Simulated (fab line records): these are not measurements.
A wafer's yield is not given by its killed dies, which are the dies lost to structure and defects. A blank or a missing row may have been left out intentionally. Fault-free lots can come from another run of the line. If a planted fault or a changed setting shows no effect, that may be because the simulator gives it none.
fab line records	flow nand-harc	part 2 of 2: steps 5 to 6 of 6
record: lots: 20	wafers: 60	last-day: 24
route steps=1159 shown A_STAIRCASE@596
lots with no fault: from the same line, run without faults
start-h: the number of hours between the record's first day and the start of the first shown wafer of the lot	wait-h: how many hours have passed since the lot's step before this one	" same as the row above	L1.1+2: a row that stands for several wafers	- no value, or no start given	* or withheld: withheld	< > ~ a bound
route shown NAME@n: NAME is a module with steps in the file, n the number in the route of the first one	usual: average and standard deviation across the fault-free wafers	same: alike in all rows	chamber/n: place in a boat	sites: readings site by site	_std_site: standard deviation across them	_edge_site: outer sites' mean less inner sites'	radius-mm: for every site, how far away it sits from the centre of the wafer	mask NAME#n: copy n	behind: the most recent tool/chamber to have shaped the wafer	hold: why the lot was held/for how many hours/how that ended	device: transistor that didn't switch, given as n, p or np	end of line: at the end of the route, the tests of the same wafers	a step given without rows: its recipe and nothing more	killed: dies lost to structure and defects at the first sort, not the wafer's yield	map: a wafer's dies, x killed, . not, _ none there
set.NAME: the setting the step ran with; set.NAME@STEP: the setting that earlier step ran with	model.NAME: the simulator's own value behind a step, which no gauge read
one table for each step of the route and one row for each wafer, over a sample of lots
services: from which hour (start-h, from the record's first day; less than 0 if before it) a tool's chamber was out of use, for how many hours, and why
== steps ==
step: NHARC_A_STAIRCASE_DESCUM_291
recipe: time-s: 3	o2-flow-sccm: 200	ar-flow-sccm: 0	bias-power-w: 0	chemistry: O2
usual: drypump-motor-current-A: 5.5/0.37	mfc-ar-sccm: 0.011/0.012	oes-product-au: 1.001/0.0059	rf-vpp-V: 57.8/0.89	showerhead-plenum-p-Torr: 1.95/0.081	throttle-valve-pct: 11.310/0.0084
lot.wafer	tool	chamber	start-h	wait-h	drypump-motor-current-A	mfc-ar-sccm	oes-product-au	rf-hours-counter-h	rf-vpp-V	showerhead-plenum-p-Torr	throttle-valve-pct
L075.2	rie-diel-02	0	255.16	-	5.8	0	0.996	39	56.4	1.85	11.312
L075.1	"	3	"	"	6.1	0	0.999	37	58.5	1.98	11.309
L075.5	"	1	"	"	5.5	0.023	0.998	-	56.3	1.82	11.308
L074.4	rie-diel-07	1	263.16	-	5.6	0.018	0.990	12	56.5	1.93	11.327
L074.1	"	2	"	"	5.6	0.005	1.002	12	59.3	1.97	11.309
L074.6	"	1	"	"	5.6	0.018	0.999	-	56.6	1.93	11.314
L078.2	rie-diel-07	1	266.25	-	5.6	0.018	1.005	13	57.2	1.93	11.301
L078.3	"	2	"	"	5.6	0.005	0.996	13	56.0	1.97	11.313
L078.1	"	3	"	"	5.5	0	1.007	12	56.9	1.92	11.309
L076.4	rie-diel-02	0	267.27	-	5.9	0	1.006	44	57.6	1.85	11.297
L076.1	"	1	"	"	5.5	0.023	0.999	45	58.3	1.81	11.306
L076.6	"	0	"	"	5.8	0	1.009	-	58.0	1.85	11.308
L077.2	rie-diel-02	0	269.83	-	5.9	0	0.997	45	56.7	1.85	11.318
L077.1	"	1	"	"	5.4	0.023	0.997	46	56.6	1.81	11.314
L077.6	"	0	"	"	5.8	0	0.998	-	56.8	1.85	11.307
L079.2	rie-diel-02	0	277.13	-	5.8	0	1.007	47	57.3	1.85	11.321
L079.4	"	1	"	"	5.5	0.023	0.999	47	57.0	1.81	11.315
L079.6	"	0	"	"	5.9	0	1.002	-	57.8	1.84	11.319
L080.3	rie-diel-06	1	289.04	-	5.3	0.015	1.005	15	57.2	1.93	11.311
L080.4	"	1	"	"	5.3	0.015	1.005	-	57.0	1.93	11.293
L080.5	"	2	"	"	5.3	0	1.004	-	59.7	2.05	11.316
L081.2	rie-diel-02	1	291.08	-	5.5	0.023	0.995	51	57.4	1.81	11.312
L081.1	"	2	"	"	5.2	0	1.003	50	57.2	2.06	11.314
L081.6	"	0	"	"	5.8	0	1.002	-	57.1	1.84	11.315
L083.1	rie-diel-02	3	308.35	-	6.1	0	1.005	55	57.2	1.97	11.319
L083.3	"	2	"	"	5.2	0	1.013	52	59.3	2.06	11.333
L083.5	"	3	"	"	6.1	0	0.997	-	56.2	1.97	11.310
L084.3	rie-diel-07	1	311.86	-	5.6	0.018	0.993	33	60.1	1.92	11.322
L084.6	"	3	"	"	5.4	0	1.000	-	57.5	1.92	11.330
L084.5	"	0	"	"	5.7	0.022	0.990	-	58.6	1.99	11.313
L087.4	rie-diel-06	3	328.72	-	4.7	0.033	0.989	27	58.3	2.05	11.306
L087.1	"	0	"	"	4.9	0.024	1.003	22	57.8	2.01	11.314
L087.2	"	1	"	"	5.2	0.015	0.998	27	58.9	1.93	11.309
L086.4	rie-diel-06	1	331.19	-	5.3	0.015	0.994	29	56.9	1.92	11.308
L086.2	"	2	"	"	5.3	0	1.002	29	58.8	2.05	11.315
L086.1	"	3	"	"	4.7	0.033	1.001	28	58.3	2.05	11.326
L085.3	rie-diel-06	2	334.96	-	5.3	0	1.011	30	58.8	2.05	11.302
L085.1	"	3	"	"	4.8	0.033	0.992	30	59.0	2.04	11.307
L085.5	"	1	"	"	5.2	0.015	1.000	-	59.2	1.92	11.316
L088.4	rie-diel-06	2	343.33	-	5.3	0	1.000	33	58.1	2.04	11.313
L088.1	"	3	"	"	4.7	0.033	0.999	35	58.4	2.04	11.306
L088.3	"	1	"	"	5.2	0.015	1.004	34	58.4	1.92	11.301
L090.4	rie-diel-02	1	346.99	-	5.5	0.023	1.004	3	56.1	1.81	11.306
L090.3	"	2	"	"	5.2	0	0.999	3	57.6	2.05	11.305
L090.1	"	3	"	"	6.1	0	0.993	3	57.7	1.97	11.318
L091.3	rie-diel-06	2	347.80	-	5.3	0	1.013	35	57.8	2.04	11.322
L091.1	"	3	"	"	4.8	0.033	0.993	36	59.5	2.04	11.320
L091.2	"	0	"	"	5.0	0.024	1.004	32	59.1	2.01	11.311
L092.4	rie-diel-02	3	360.43	-	6.1	0	0.994	6	58.6	1.97	11.310
L092.1	"	2	"	"	5.2	0	0.995	6	59.3	2.05	11.319
L092.5	"	3	"	"	6.1	0	0.989	-	58.1	1.97	11.310
L095.3	rie-diel-02	2	375.98	-	5.2	0	1.000	12	58.6	2.05	11.304
L095.1	"	3	"	"	6.1	0	0.997	12	57.0	1.96	11.306
L095.2	"	0	"	"	5.8	0	1.009	11	56.3	1.83	11.316
L096.3	rie-diel-07	1	377.99	-	5.6	0.018	1.006	51	57.5	1.92	11.298
L096.1	"	2	"	"	5.6	0.005	0.998	53	57.2	1.96	11.316
L096.4	"	3	"	"	5.5	0	1.004	56	58.8	1.91	11.309
L094.3	rie-diel-07	3	380.35	-	5.4	0	1.004	58	57.0	1.91	11.295
L094.4	"	3	"	"	5.4	0	0.996	-	56.3	1.91	11.312
L094.6	"	1	"	"	5.6	0.018	0.998	-	57.4	1.92	11.303
step: NHARC_A_STAIRCASE_STRIP_295
recipe: o2-flow-sccm: 500	ar-flow-sccm: 0	bias-w: 0	chemistry: O2
usual: drypump-motor-current-A: 5.5/0.37	mfc-ar-sccm: 0.011/0.012	oes-product-au: 1.002/0.0071	rf-vpp-V: 58.0/0.88	showerhead-plenum-p-Torr: 3.59/0.14	throttle-valve-pct: 17.036/0.0085
lot.wafer	tool	chamber	start-h	wait-h	drypump-motor-current-A	mfc-ar-sccm	oes-product-au	rf-hours-counter-h	rf-vpp-V	showerhead-plenum-p-Torr	throttle-valve-pct
L075.2	rie-diel-02	1	-	-	5.5	0.023	0.996	41	58.5	3.36	17.018
L075.1	"	0	"	"	5.8	0	1.000	40	57.6	3.41	17.049
L075.5	"	2	"	"	5.2	0	1.007	-	57.2	3.78	17.043
L074.4	rie-diel-07	1	-	-	5.6	0.018	0.996	13	56.8	3.56	17.025
L074.1	"	0	"	"	5.7	0.022	0.993	12	59.3	3.66	17.018
L074.6	"	2	"	"	5.6	0.005	0.993	-	58.7	3.63	17.043
L076.4	rie-diel-02	0	-	-	5.9	0	1.001	45	57.8	3.41	17.036
L076.1	"	1	"	"	5.5	0.023	0.991	46	56.4	3.36	17.025
L076.6	"	0	"	"	5.9	0	1.014	-	58.0	3.41	17.060
L078.3	rie-diel-07	2	-	-	5.6	0.005	1.007	14	60.4	3.63	17.036
L078.1	"	3	"	"	5.5	0	1.003	13	57.8	3.54	17.026
L078.2	"	1	"	"	5.6	0.018	0.991	16	57.5	3.56	17.041
L077.2	rie-diel-02	2	-	-	5.2	0	1.009	45	59.0	3.78	17.043
L077.1	"	0	"	"	5.8	0	0.989	46	58.5	3.41	17.016
L077.6	"	3	"	"	6.1	0	0.993	-	57.4	3.63	17.035
L079.4	rie-diel-02	3	-	-	6.1	0	1.005	45	58.2	3.63	17.027
L079.2	"	1	"	"	5.5	0.023	0.996	48	57.9	3.35	17.026
L079.6	"	2	"	"	5.2	0	1.013	-	57.3	3.78	17.034
L080.3	rie-diel-06	1	-	-	5.3	0.015	1.003	16	56.8	3.56	17.047
L080.5	"	2	"	"	5.3	0	1.009	-	57.9	3.76	17.032
L080.4	"	1	"	"	5.3	0.015	1.012	-	58.8	3.56	17.025
L081.1	rie-diel-02	0	-	-	5.9	0	1.006	53	56.9	3.41	17.039
L081.2	"	1	"	"	5.5	0.023	0.991	51	58.0	3.35	17.028
L081.6	"	1	"	"	5.5	0.023	1.008	-	57.1	3.35	17.030
L083.1	rie-diel-02	1	-	-	5.5	0.023	0.993	57	57.6	3.35	17.047
L083.3	"	3	"	"	6.1	0	1.014	55	58.5	3.63	17.036
L083.5	"	2	"	"	5.2	0	1.015	-	58.0	3.78	17.041
L084.3	rie-diel-07	2	-	-	5.6	0.005	0.994	30	58.3	3.62	17.042
L084.6	"	0	"	"	5.7	0.022	0.983	-	58.7	3.65	17.039
L084.5	"	1	"	"	5.6	0.018	1.003	-	57.2	3.55	17.038
L087.2	rie-diel-06	0	-	-	5.0	0.024	1.002	24	57.3	3.70	17.042
L087.4	"	1	"	"	5.3	0.015	1.011	29	57.9	3.55	17.019
L087.1	"	3	"	"	4.8	0.033	0.997	28	57.3	3.76	17.052
L086.4	rie-diel-06	3	-	-	4.8	0.033	0.995	30	57.3	3.75	17.053
L086.2	"	1	"	"	5.2	0.015	1.010	30	58.6	3.55	17.042
L086.1	"	2	"	"	5.3	0	1.017	29	59.0	3.76	17.034
L085.3	rie-diel-06	3	-	-	4.8	0.033	0.997	34	58.8	3.75	17.041
L085.1	"	1	"	"	5.3	0.015	1.007	33	58.6	3.55	17.031
L085.5	"	3	"	"	4.8	0.033	1.002	-	60.1	3.75	17.041
L088.3	rie-diel-06	3	-	-	4.8	0.033	0.999	35	59.4	3.75	17.035
L088.4	"	1	"	"	5.3	0.015	1.016	35	57.3	3.54	17.031
L088.1	"	2	"	"	5.3	0	1.017	34	58.5	3.75	17.038
L090.3	rie-diel-02	3	-	-	6.1	0	1.000	3	58.8	3.62	17.046
L090.1	"	1	"	"	5.5	0.023	0.994	3	57.9	3.34	17.039
L090.4	"	2	"	"	5.2	0	1.011	3	57.1	3.77	17.027
L091.2	rie-diel-06	0	-	-	5.0	0.024	1.000	33	58.4	3.70	17.036
L091.1	"	2	"	"	5.3	0	1.008	36	57.1	3.75	17.023
L091.3	"	3	"	"	4.8	0.033	1.004	37	57.4	3.75	17.025
L092.4	rie-diel-02	2	-	-	5.2	0	0.998	7	58.4	3.77	17.053
L092.1	"	3	"	"	6.1	0	0.988	7	58.7	3.62	17.035
L092.5	"	0	"	"	5.8	0	0.993	-	58.5	3.40	17.030
L095.3	rie-diel-02	0	-	-	5.9	0	1.003	13	56.0	3.39	17.032
L095.2	"	1	"	"	5.5	0.023	1.004	13	58.1	3.34	17.040
L095.1	"	2	"	"	5.2	0	0.997	14	57.4	3.76	17.042
L096.3	rie-diel-07	3	-	-	5.5	0	1.003	57	58.7	3.52	17.049
L096.1	"	1	"	"	5.6	0.018	0.995	52	58.4	3.54	17.045
L096.4	"	2	"	"	5.6	0.005	1.010	-	58.7	3.60	17.038
L094.3	rie-diel-07	3	-	-	5.5	0	1.006	58	57.7	3.52	17.038
L094.4	"	1	"	"	5.6	0.018	1.001	53	58.0	3.54	17.034
L094.6	"	3	"	"	5.5	0	1.004	-	58.1	3.52	17.032
== services ==
tool	chamber	start-h	hours	kind
rie-diel-02	2	222.54	2.5	repair
rie-diel-06	0	222.84	-	clean
rie-diel-06	1	222.84	-	clean
rie-diel-06	2	222.84	-	clean
rie-diel-06	3	222.84	-	clean
rie-diel-07	-	228.36	9.0	pm
rie-diel-02	3	235.05	5.9	repair
rie-diel-06	-	241.85	9.0	pm
rie-diel-06	0	241.85	9.0	vent-cycle
rie-diel-06	1	241.85	9.0	vent-cycle
rie-diel-06	2	241.85	9.0	vent-cycle
rie-diel-06	3	241.85	9.0	vent-cycle
rie-diel-06	0	250.85	-	clean
rie-diel-06	1	250.85	-	clean
rie-diel-06	2	250.85	-	clean
rie-diel-06	3	250.85	-	clean
rie-diel-02	-	258.59	0.4	repair
rie-diel-07	0	271.98	11.8	repair
rie-diel-06	0	276.31	-	clean
rie-diel-06	1	276.31	-	clean
rie-diel-06	0	284.88	9.7	repair
rie-diel-06	-	300.37	1.9	repair
rie-diel-02	-	327.83	9.0	pm
rie-diel-07	0	379.37	1.6	repair
